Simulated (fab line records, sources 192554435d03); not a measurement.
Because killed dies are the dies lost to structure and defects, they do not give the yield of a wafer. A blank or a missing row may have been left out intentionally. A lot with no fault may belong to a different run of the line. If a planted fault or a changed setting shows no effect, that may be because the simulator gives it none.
Matching of chambers || flow n5_finfet || N5_MOL_CONTACT_COAG_VIA_ETCH_46 on rie_diel-06: 4 sister chambers
The step etches SiO2 in C4F6/O2, target depth 46 nm, overetch 9.2 nm, time 40 s. 4 wafers are shown with their chamber, then 10 later ones without.

== WAFERS, EACH WITH ITS CHAMBER ==
{"wafer": "L087.5", "chamber": 1, "rf_vpp_V (V)": 1552}
{"wafer": "L089.4", "chamber": 3, "rf_vpp_V (V)": 1551}
{"wafer": "L091.3", "chamber": 0, "rf_vpp_V (V)": 1589}
{"wafer": "L091.5", "chamber": 2, "rf_vpp_V (V)": 1624}

== WAFERS WITHOUT THEIR CHAMBER ==
{"wafer": "L091.6", "rf_vpp_V (V)": 1553}
{"wafer": "L095.3", "rf_vpp_V (V)": 1589}
{"wafer": "L095.5", "rf_vpp_V (V)": 1624}
{"wafer": "L095.6", "rf_vpp_V (V)": 1552}
{"wafer": "L096.1", "rf_vpp_V (V)": 1552}
{"wafer": "L096.5", "rf_vpp_V (V)": 1590}
{"wafer": "L096.6", "rf_vpp_V (V)": 1623}
{"wafer": "L097.4", "rf_vpp_V (V)": 1551}
{"wafer": "L097.5", "rf_vpp_V (V)": 1624}
{"wafer": "L097.6", "rf_vpp_V (V)": 1589}

== CHAMBER TAKEN BY EACH ==
{"wafer": "L091.6", "from the rows above": "can't be placed: 1 or 3", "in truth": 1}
{"wafer": "L095.3", "from the rows above": 0, "in truth": 0}
{"wafer": "L095.5", "from the rows above": 2, "in truth": 2}
{"wafer": "L095.6", "from the rows above": "can't be placed: 1 or 3", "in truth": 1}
{"wafer": "L096.1", "from the rows above": "can't be placed: 1 or 3", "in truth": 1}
{"wafer": "L096.5", "from the rows above": 0, "in truth": 0}
{"wafer": "L096.6", "from the rows above": 2, "in truth": 2}
{"wafer": "L097.4", "from the rows above": "can't be placed: 3 or 1", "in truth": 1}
{"wafer": "L097.5", "from the rows above": 2, "in truth": 2}
{"wafer": "L097.6", "from the rows above": 0, "in truth": 0}
Placed correctly: 6 of 10. Unplaceable from these rows: 4, with the true chamber sitting among the candidates in 4. 0 placed wrongly.
How it was worked out, from the rows above alone: a wafer's distance from a chamber is the root of the sum, over the readings, of the square of ((its reading less the chamber's mean) divided by the reading's scatter). The wafer belongs to the nearest chamber; if the next one is less than 2 further off, it can't be placed. A chamber's mean is the mean of its shown wafers. The scatter (one wafer shown for each chamber): square how far every hidden wafer sits from the nearest shown wafer, average those squares and take the square root.
